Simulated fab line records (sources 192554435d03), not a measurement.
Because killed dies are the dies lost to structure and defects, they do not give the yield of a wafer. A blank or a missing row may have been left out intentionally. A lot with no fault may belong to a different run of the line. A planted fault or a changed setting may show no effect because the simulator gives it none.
fab line records | flow n5Finfet
[record] lots = 3 wafers = 9 lastDay = 19
route steps=1938 shown STI_FIN_REVEAL@203 DUMMY_GATE@212 BEOL_M4@1111 PASSIVATION@1936
lots with no fault: from the same line, run without faults
startH: hours from the record's first day to the start of the lot's first wafer shown | waitH: how many hours have passed since the lot's step before this one | " same as the row above | L1.1+2: a single row standing in for several wafers | - either no value or no given start | * or withheld: withheld | < > ~ a bound
route shown NAME@n: a module of which the file shows steps, and the number in the route of the first | usual: mean and standard deviation over wafers with no fault | same: alike in all rows | chamber/n: place in a boat | sites: per-site readings | _std_site: the values' standard deviation | _edge_site: outer sites' mean less inner sites' | radiusMm: how far each site lies from the wafer's centre | mask NAME#n: copy n | behind: tool/chamber where the wafer was last shaped | hold: reason for holding the lot/hours on hold/outcome of the hold | device: the n, p or np transistor that did not switch | end of line: tests run on the same wafers once the route is complete | step lacking rows: just its recipe | killed: not the wafer's yield, but the dies lost to structure and defects at the first sort | map: a wafer's dies, x killed, . not, _ none there
set.NAME: the setting as run; set.NAME@STEP: as run at that earlier step | model.NAME: the simulator's own value behind a step, which no gauge read
lots at selected steps of the route; one table per step, one row per wafer
services: when a tool's chamber went out of use (startH, in hours from the record's first day, below 0 if earlier), for how many hours, and the reason
[[steps]]
[step N5_STI_FIN_REVEAL_SRD_21]
[recipe] dry = ipaMarangoni timeS = 30 tempC = 23 rinseLiquid = diw
[step N5_STI_FIN_REVEAL_OXIDATION_33]
[recipe] chemistry = O2_PLASMA_REMOTE tempC = 150 timeS = 20 pressureMtorr = 1000 sourcePowerW = 2000 o2FlowSccm = 3000
[step N5_STI_FIN_REVEAL_CLEAN_19]
[recipe] chemistry = O3/DIW tempC = 25 timeS = 120 o3Ppm = 10
[step N5_STI_FIN_REVEAL_SRD_23]
[recipe] dry = ipaMarangoni timeS = 30 tempC = 23 rinseLiquid = diw
[step N5_STI_FIN_REVEAL_PRECLEAN_18]
[recipe] chemistry = SC2 timeS = 45 tempC = 35 mix = 1:1:50
[step N5_STI_FIN_REVEAL_SRD_28]
[recipe] dry = ipaMarangoni timeS = 30 tempC = 23 rinseLiquid = diw
[step N5_DUMMY_GATE_PRECLEAN_00]
[recipe] chemistry = O3/DIW timeS = 60 tempC = 22 o3Ppm = 10
[step N5_DUMMY_GATE_SRD_01]
[recipe] timeS = 30 tempC = 23 rinseLiquid = diw dry = ipaMarangoni
[step N5_DUMMY_GATE_ALD_02]
[recipe] material = SiO2 targetThkA = 20 tempC = 300 aldPrecursorFamily = BDEAS aldCoReactant = O2-plasma pulseTimeS = 1 pressureTorr = 2
[step N5_DUMMY_GATE_CVD_03]
[recipe] material = a-Si targetThkA = 1500 tempC = 530 precursor = SiH4 timeS = 8042
[usual] susceptorTempC = 529.99/0.2
// columns lot.wafer tool chamber startH waitH susceptorTempC model.a-Si_of_DUMMY_GATE_CVD_03.thkNm
L452.1 lpcvd-02 1/90 78.33 0.1 - 66
L452.3 " 1/100 " " - 67.2
L452.5 " 1/109 " " - 66.2
L463.1 lpcvd-01 1/65 146.17 0.1 529.74 147.8
L463.4 " 1/79 " " 529.74 148.2
L463.6 " 1/89 " " 529.74 147.8
L468.2 lpcvd-02 0/70 176.39 0.1 530.03 151.4
L468.4 " 0/79 " " 530.03 152
L468.5 " 0/84 " " 530.03 152.4
[step N5_DUMMY_GATE_PRECLEAN_46]
[recipe] chemistry = DIW timeS = 89.5 tempC = 23
[step N5_DUMMY_GATE_SRD_47]
[recipe] dryTimeS = 32 dry = n2Spin spinRpm = 1500
[step N5_DUMMY_GATE_CMP_04]
[recipe] material = a-Si postCmpClean = alkalineBrush
[usual] motorCurrentA = 10.2/0.76 timeToEndpointS = 13.2/2.4
// columns lot.wafer tool chamber startH waitH motorCurrentA timeToEndpointS model.a-Si_of_DUMMY_GATE_CVD_03.thkNm
L452.3 cmp-02 1 82.10 0.1 10.0 - 67.2
L452.1 " 3 " " 9.8 - 66
L452.5 " 1 " " 10.1 - 66.2
L463.4 cmp-04 0 149.95 0.1 9.9 14.5 73.2
L463.1 " 2 " " 10.0 11.3 72
L463.6 " 0 " " 10.4 15.9 73.4
L468.4 cmp-04 3 180.16 0.1 9.2 17.3 73.8
L468.2 " 1 " " 10.8 11.0 72.4
L468.5 " 2 " " 9.9 16.1 72.4
[step N5_DUMMY_GATE_THK_MEAS_05]
[usual] thkNm = 72.1/1.2
// columns lot.wafer tool chamber startH waitH thkNm
L452.1 filmMetro-01 - 82.31 0.1 66.0
L452.3 " - " " 67.1
L452.5 " - " " 66.2
L463.1 filmMetro-01 - 150.16 0.1 72.0
L463.4 " - " " 73.2
L463.6 " - " " 73.4
L468.2 filmMetro-02 - 180.37 0.1 72.4
L468.4 " - " " 73.8
L468.5 " - " " 72.5
[step N5_DUMMY_GATE_HM_DEP_06]
[recipe] material = SiNx targetThkA = 800 precursor = DCS/NH3 tempC = 700 pressureMtorr = 300 timeS = 5141
[step N5_DUMMY_GATE_PECVD_30]
[recipe] material = SiO2 targetThkA = 550 tempC = 400 precursor = TEOS/O2 pressureTorr = 6.5 rfW = withheld teosFlowSccm = withheld gas = O2 flowSccm = 2650 timeS = 10.8
[step N5_DUMMY_GATE_COAT_34]
[recipe] resist = SOC tempC = 250 timeS = 60 spinRpm = 1500 resistThkNm = 60
[step N5_DUMMY_GATE_COAT_35]
[recipe] resist = SiARC tempC = 220 timeS = 60 spinRpm = 1500 resistThkNm = 10
[step N5_DUMMY_GATE_COAT_28]
[recipe] resist = underlayer tempC = 205 timeS = 60 spinRpm = 1500 resistThkNm = 10
[step N5_DUMMY_GATE_COAT_09]
[recipe] resist = CAR-EUV spinRpm = 1500 resistThkNm = 30
[step N5_DUMMY_GATE_EBR_11]
[recipe] solvent = PGMEA ebrWidthMm = 1.5
[step N5_DUMMY_GATE_SOFTBAKE_10]
[recipe] tempC = 110 timeS = 60 resist = CAR-EUV
[step N5_DUMMY_GATE_EXPOSE_12]
[recipe] maskId = GATE na = 0.33 sourceShape = annular sigmaInner = 0.2 sigmaOuter = 0.6 polarization = unpolarized targetCdNm = 25 doseMj = 34
[step N5_DUMMY_GATE_PEB_13]
[recipe] pebTempC = 100 pebTimeS = 60 resist = CAR-EUV
[step N5_DUMMY_GATE_DEVELOP_14]
[recipe] developTimeS = 30 developer = TMAH resist = CAR-EUV rinseLiquid = surfactantRinse dry = airSpin devTempC = 23
[step N5_DUMMY_GATE_DESCUM_20]
[recipe] chemistry = O2 timeS = 6.2 sourcePowerW = 50 biasPowerW = 20 pressureMtorr = 20 rfFrequencyHz = 2.712e+07 tempC = 40 resist = CAR-EUV o2FlowSccm = 225
[step N5_DUMMY_GATE_ETCH_29]
[recipe] chemistry = N2/H2 target = underlayer targetDepthA = 130 ionEnergyEv = 200 pressureMtorr = 30 sourceW = 840 biasW = 150 n2FlowSccm = 200 h2FlowSccm = 200
[step N5_DUMMY_GATE_ETCH_36]
[recipe] chemistry = CF4 target = SiARC targetDepthA = 130 pressureMtorr = 40 sourceW = 545 biasW = 36 Ar_flow_sccm = 100 cf4FlowSccm = 100 ionEnergyEv = 80
[step N5_DUMMY_GATE_ETCH_37]
[recipe] chemistry = N2/H2 target = SOC targetDepthA = 600 overetchA = 300 tempC = 40 ionEnergyEv = 200 pressureMtorr = 30 sourceW = 840 biasW = 150 n2FlowSccm = 200 h2FlowSccm = 200
[step N5_DUMMY_GATE_STRIP_38]
[recipe] chemistry = N2/H2 tempC = 40 n2FlowSccm = 200 h2FlowSccm = 200 rfFrequencyHz = 6e+07
[step N5_DUMMY_GATE_STRIP_39]
[recipe] chemistry = N2/H2 tempC = 40 n2FlowSccm = 200 h2FlowSccm = 200 rfFrequencyHz = 6e+07
[step N5_DUMMY_GATE_TRIM_49]
[recipe] chemistry = O2 resist = SOC timeS = 29 targetCdNm = 14 sourcePowerW = 300 biasPowerW = 0 O2_flow_sccm = 100 tempC = 20
[step N5_DUMMY_GATE_STRIP_40]
[recipe] chemistry = CF4 resist = SiARC powerW = 300 biasPowerW = 75 pressureMtorr = 50 cf4FlowSccm = 150 rfFrequencyHz = 6e+07
[step N5_DUMMY_GATE_ETCH_31]
[recipe] chemistry = C4F6/O2 target = SiO2 maskMaterial = SOC targetDepthA = 825 timeS = 27.5 ionEnergyEv = 250 pressureMtorr = 30 sourceW = 345 biasW = 185 Ar_flow_sccm = 300 C4F6_flow_sccm = 10 O2_flow_sccm = 10
[step N5_DUMMY_GATE_STRIP_41]
[recipe] chemistry = O2 powerW = 400 tempC = 40 pressureMtorr = 30 rfFrequencyHz = 6e+07 biasPowerW = 0 overashFraction = 0.3 o2FlowSccm = 225
[step N5_DUMMY_GATE_ETCH_44]
[recipe] chemistry = HBr/O2 overEtchFrac = 0.7 targetDepthA = 1275 stopOn = SiO2 ionEnergyEv = 60 biasW = 20 target = poly-Si maskMaterial = SiO2 pressureMtorr = 20 icpW = 400 HBr_flow_sccm = 120 O2_flow_sccm = 10
[usual] drypumpMotorCurrentA = 6.0/0.4 heBacksideLeakSccm = 2.7/0.35 oesProductAu = 0.724/0.011 rfFwdPowerW = 397.6/1.5 throttleValvePct = 18.48/0.19
// columns lot.wafer tool chamber startH waitH drypumpMotorCurrentA heBacksideLeakSccm oesProductAu rfFwdPowerW rfHoursCounterH throttleValvePct model.etch.depthNm model.DUMMY_GATE.featureDepthNm
L452.1 rieSi-05 3 87.75 0.0 5.7 2.8 0.696 397.2 183 18.64 65.96 66
L452.3 " 2 " " 6.2 2.3 0.717 395.7 23 18.37 67.14 67.2
L452.5 " 3 " " 5.6 2.6 0.701 397.3 - 18.64 66.16 66.2
L463.1 rieSi-05 3 155.67 0.0 5.7 2.8 0.726 396.6 184 18.65 71.97 72
L463.4 " 1 " " 6.6 2.8 0.719 398.9 176 18.80 73.15 73.2
L463.6 " 1 " " 6.7 2.9 0.715 397.8 - 18.82 73.4 73.4
L468.2 rieSi-05 2 185.82 0.0 6.1 2.3 0.738 398.0 25 18.39 72.37 72.4
L468.4 " 0 " " 6.1 2.6 0.730 398.6 107 18.20 73.75 73.8
L468.5 " 0 " " 6.1 2.5 0.729 397.4 - 18.19 72.48 72.4
[step N5_BEOL_M4_RC_MEAS_101]
[usual] DIBL_N = 36.1/1.6 DIBL_P = 35.8/2 IOFF_N = 0.157/0.029 IOFF_P = 0.21/0.034 ION_N = 677/13 ION_P = 465/8.1 SS_N = 71.3/0.61 SS_P = 73.2/0.65 VT_N = 249/3.3 VT_P = -250/3.2
// columns lot.wafer tool chamber startH waitH DIBL_N[mV/V] DIBL_P[mV/V] IOFF_N[nA/um] IOFF_P[nA/um] ION_N[uA/um] ION_P[uA/um] SS_N[mV/dec] SS_P[mV/dec] VT_N[mV] VT_P[mV]
L463.1 prober-01 0 313.01 0.0 34.8 34.9 0.145 0.20 679 469 71.6 73.3 250 -250
L463.4 " 0 " " 34.0 33.3 0.131 0.18 668 464 71.1 72.8 251 -253
L463.6 " 0 " " 34.3 33.4 0.130 0.17 674 463 71.0 74.2 250 -253
L468.2 prober-02 0 343.03 0.2 35.9 36.7 0.147 0.21 685 471 71.3 73.1 250 -250
L468.4 " 0 " " 38.2 38.1 0.184 0.24 670 463 72.7 73.7 249 -249
L468.5 " 0 " " 37.3 37.2 0.166 0.23 687 472 71.2 74.0 250 -248
[step N5_PASSIVATION_PROBE_49]
[usual] killed_at_M0_to_M3 = 33/11 killed_at_M4_up = 14/5 killedAtContacts = 11/7.3 killedAtFrontEnd = 43/12 killedAtOther = 4/3.1 killedDies = 106/17 killedOnRim = 14/3.8 killedOpen = 69/13 killedShort = 34/8.7
[same] grossDies = 1180 killedAtBackSide = 0
// columns lot.wafer tool chamber startH waitH killed_at_M0_to_M3 killed_at_M4_up killedAtContacts killedAtFrontEnd killedAtOther killedDies killedOnRim killedOpen killedShort
L452.1 prober-02 - 346.06 0.0 32 11 18 1117 2 1180 152 68 31
L452.3 prober-02 - 346.16 0.1 41 12 20 1105 2 1180 152 62 39
L452.5 prober-02 - 346.26 0.2 50 6 9 1104 11 1180 152 65 46
L463.1 prober-01 - 424.94 0.0 26 18 15 40 0 99 11 71 24
L463.4 prober-01 - 425.09 0.2 19 7 17 36 2 81 15 57 24
L463.6 prober-01 - 425.19 0.3 24 14 26 41 3 108 17 68 40
L468.2 prober-01 - 450.84 0.1 19 25 20 50 0 114 17 80 33
L468.4 prober-01 - 450.94 0.2 37 13 27 44 4 125 13 77 43
L468.5 prober-01 - 450.99 0.2 17 17 15 38 4 91 11 63 22
// killed by level:class
L452.1 DUMMY_GATE:areaCvd=1080 MOL_CONTACT_COAG:geometricParticle:open=11 STI_FIN_REVEAL:geometricParticle:open=11 FIN_SAQP:geometricParticle:open=7 BEOL_M4:geometricParticle:open=7 MOL_CONTACT_COAG:geometricParticle:short=7 BEOL_M0_SAQP:geometricParticle:short=7 BEOL_M0_SAQP:geometricParticle:open=6
L452.3 DUMMY_GATE:areaCvd=1079 MOL_CONTACT_COAG:geometricParticle:open=16 BEOL_M0_SAQP:geometricParticle:short=10 FIN_SAQP:geometricParticle:short=9 BEOL_M2:geometricParticle:open=8 BEOL_M0_SAQP:geometricParticle:open=7 FIN_SAQP:geometricParticle:open=5 BEOL_M1:geometricParticle:open=5
L452.5 DUMMY_GATE:areaCvd=1069 BEOL_M0_SAQP:geometricParticle:open=15 BEOL_M0_SAQP:geometricParticle:short=14 STI_FIN_REVEAL:geometricParticle:open=9 BEOL_M3:geometricParticle:open=8 MOL_CONTACT_COAG:geometricParticle:open=5 BEOL_M1:geometricParticle:open=5 FIN_SAQP:geometricParticle:short=4
L463.1 BEOL_M2:geometricParticle:open=14 MOL_CONTACT_COAG:geometricParticle:open=13 STI_FIN_REVEAL:geometricParticle:open=10 FIN_SAQP:geometricParticle:open=6 DUMMY_GATE:geometricParticle:open=5 BEOL_M4:geometricParticle:open=4 BEOL_M5:geometricParticle:open=4 STI_FIN_REVEAL:geometricParticle:short=3
L463.4 MOL_CONTACT_COAG:geometricParticle:open=15 FIN_SAQP:geometricParticle:short=9 BEOL_M2:geometricParticle:open=8 FIN_SAQP:geometricParticle:open=7 STI_FIN_REVEAL:geometricParticle:open=6 GATE_CUT:geometricParticle:open=3 BEOL_M0_SAQP:geometricParticle:open=3 BEOL_M3:geometricParticle:short=3
L463.6 MOL_CONTACT_COAG:geometricParticle:open=22 FIN_SAQP:geometricParticle:short=11 BEOL_M0_SAQP:geometricParticle:open=9 BEOL_M5:geometricParticle:short=5 STARTING-WAFER:geometricParticle:open=5 STI_FIN_REVEAL:geometricParticle:open=5 DUMMY_GATE:geometricParticle:open=5 BEOL_M4:geometricParticle:open=5
L468.2 MOL_CONTACT_COAG:geometricParticle:open=15 BEOL_M4:geometricParticle:open=11 FIN_SAQP:geometricParticle:open=8 FIN_SAQP:geometricParticle:short=7 BEOL_M5:geometricParticle:open=7 BEOL_M3:geometricParticle:open=6 STARTING-WAFER:geometricParticle:short=6 STI_FIN_REVEAL:geometricParticle:open=5
L468.4 MOL_CONTACT_COAG:geometricParticle:open=17 BEOL_M2:geometricParticle:open=12 MOL_CONTACT_COAG:geometricParticle:short=10 FIN_SAQP:geometricParticle:open=7 ILD0:geometricParticle:open=6 BEOL_M0_SAQP:geometricParticle:open=5 BEOL_M0_SAQP:geometricParticle:short=5 BEOL_M3:geometricParticle:open=5
L468.5 MOL_CONTACT_COAG:geometricParticle:open=13 STI_FIN_REVEAL:geometricParticle:open=9 HKMG_FIN:areaEtch=6 GATE_CUT:geometricParticle:short=5 BEOL_M0_SAQP:geometricParticle:open=4 FIN_SAQP:geometricParticle:open=4 BEOL_M1:geometricParticle:open=4 BEOL_M2:geometricParticle:open=4
// map L452.1 (x killed, . not)
_________________xxxxxxxxxxxx________________
______________xxxxxxxxxxxxxxxxxx_____________
___________xxxxxxxxxxxxxxxxxxxxxxxx__________
__________xxxxxxxxxxxxxxxxxxxxxxxxxx_________
________xxxxxxxxxxxxxxxxxxxxxxxxxxxxxx_______
_______xxxxxxxxxxxxxxxxxxxxxxxxxxxxxxxx______
______xxxxxxxxxxxxxxxxxxxxxxxxxxxxxxxxxx_____
_____xxxxxxxxxxxxxxxxxxxxxxxxxxxxxxxxxxxx____
____xxxxxxxxxxxxxxxxxxxxxxxxxxxxxxxxxxxxxx___
___xxxxxxxxxxxxxxxxxxxxxxxxxxxxxxxxxxxxxxxx__
___xxxxxxxxxxxxxxxxxxxxxxxxxxxxxxxxxxxxxxxx__
__xxxxxxxxxxxxxxxxxxxxxxxxxxxxxxxxxxxxxxxxxx_
__xxxxxxxxxxxxxxxxxxxxxxxxxxxxxxxxxxxxxxxxxx_
_xxxxxxxxxxxxxxxxxxxxxxxxxxxxxxxxxxxxxxxxxxxx
_xxxxxxxxxxxxxxxxxxxxxxxxxxxxxxxxxxxxxxxxxxxx
_xxxxxxxxxxxxxxxxxxxxxxxxxxxxxxxxxxxxxxxxxxxx
_xxxxxxxxxxxxxxxxxxxxxxxxxxxxxxxxxxxxxxxxxxxx
_xxxxxxxxxxxxxxxxxxxxxxxxxxxxxxxxxxxxxxxxxxxx
_xxxxxxxxxxxxxxxxxxxxxxxxxxxxxxxxxxxxxxxxxxxx
_xxxxxxxxxxxxxxxxxxxxxxxxxxxxxxxxxxxxxxxxxxxx
_xxxxxxxxxxxxxxxxxxxxxxxxxxxxxxxxxxxxxxxxxxxx
__xxxxxxxxxxxxxxxxxxxxxxxxxxxxxxxxxxxxxxxxxx_
__xxxxxxxxxxxxxxxxxxxxxxxxxxxxxxxxxxxxxxxxxx_
___xxxxxxxxxxxxxxxxxxxxxxxxxxxxxxxxxxxxxxxx__
___xxxxxxxxxxxxxxxxxxxxxxxxxxxxxxxxxxxxxxxx__
____xxxxxxxxxxxxxxxxxxxxxxxxxxxxxxxxxxxxxx___
_____xxxxxxxxxxxxxxxxxxxxxxxxxxxxxxxxxxxx____
______xxxxxxxxxxxxxxxxxxxxxxxxxxxxxxxxxx_____
_______xxxxxxxxxxxxxxxxxxxxxxxxxxxxxxxx______
________xxxxxxxxxxxxxxxxxxxxxxxxxxxxxx_______
__________xxxxxxxxxxxxxxxxxxxxxxxxxx_________
___________xxxxxxxxxxxxxxxxxxxxxxxx__________
______________xxxxxxxxxxxxxxxxxx_____________
_________________xxxxxxxxxxxx________________
// map L468.4 (x killed, . not)
_________________............________________
______________..............x..._____________
___________........x...............__________
__________.........................._________
________...x.......x..x..x.....x.x.x.._______
_______...x..........................x.______
______x.....x........................x.x_____
_____...............x....................____
____....x..x.....x........................___
___...............x....x................x..__
___........x.x.......x......x.x...x........__
__x.x.......x..........x....x..............._
__......x..................x.......x........_
_..................x.......xx...........x.x..
_...x...........x.......x..xx.......x...x..x.
_........x.x......x.x......x....x........x...
_....x.....x....x...................x.x......
_....x....x.....xx.........xx........x..x...x
_............x......x....x..x.....xx....xxx..
_..........x.....x.......................x...
_..x..x.........x.....x..............x.......
__................x................x........_
__......x.............x......x...x..x.x....._
___...............x....x.x.........x.......__
___...x....x.......x..............x........__
____....x...........x.....................___
_____............x.......................____
______..........x.....x.....x..x........_____
_______....x..........x..............x.______
________.......x...........x.x......x._______
__________x.....................x..._________
___________.........x......x......x__________
______________.......x.........._____________
_________________.x....x.....________________
[[services]]
// columns tool chamber startH hours kind
cmp-02 - 54.86 3.2 pm
rieSi-05 2 55.41 3.8 repair
cmp-02 - 60.73 1.8 repair
cmp-02 - 63.68 1.8 repair
cmp-04 - 79.42 0.4 repair
cmp-02 - 158.84 4.6 pm
cmp-02 - 164.31 1.0 repair
cmp-04 - 184.95 0.2 repair
[[key]]
[firstSign] step = N5_DUMMY_GATE_THK_MEAS_05 reading = thkNm direction = down sigmas = 4.7 usual = * struck = *
[effect] step = N5_PASSIVATION_PROBE_49 reading = killedAtFrontEnd direction = up sigmas = 91 usual = 43 struck = 1109
[modelEffect] step = N5_DUMMY_GATE_CVD_03 value = a-Si_of_DUMMY_GATE_CVD_03.thkNm without = 152.1 struck = 66.47
[modelEffect] step = N5_DUMMY_GATE_CMP_04 value = a-Si_of_DUMMY_GATE_CVD_03.thkNm without = 72.67 struck = 66.47
[modelEffect] step = N5_DUMMY_GATE_ETCH_44 value = etch.depthNm without = 72.7 struck = 66.42
[moreKillsBornAt] N5_DUMMY_GATE_CVD_03@lpcvd-02 = 3228
metAt N5_DUMMY_GATE_CVD_03
struckWafers L452.1,L452.3,L452.5
laterRowsLeftOut L452.1,L452.3,L452.5
testerLeftOut L452
alsoFits N5_DUMMY_GATE_CMP_04:cmp-02
[fault] kind = processParameterDrift tool = lpcvd-02 chamber = - onsetH = 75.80 steps = N5_DUMMY_GATE_CVD_03 channel = timeS offset = * shape = step endH = 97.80 actsIn = * stated = *
// testerLeftOut: of these lots the tester's yield and bins aren't shown, on N5 and GAA mostly nor the transistor test; their killed dies are dies lost to structure and defects alone, not to doping, threshold or leakage, so they don't give the yield
// laterRowsLeftOut: the simulator's readings of these wafers behind a module that went badly wrong aren't trusted and aren't shown, but for the sort
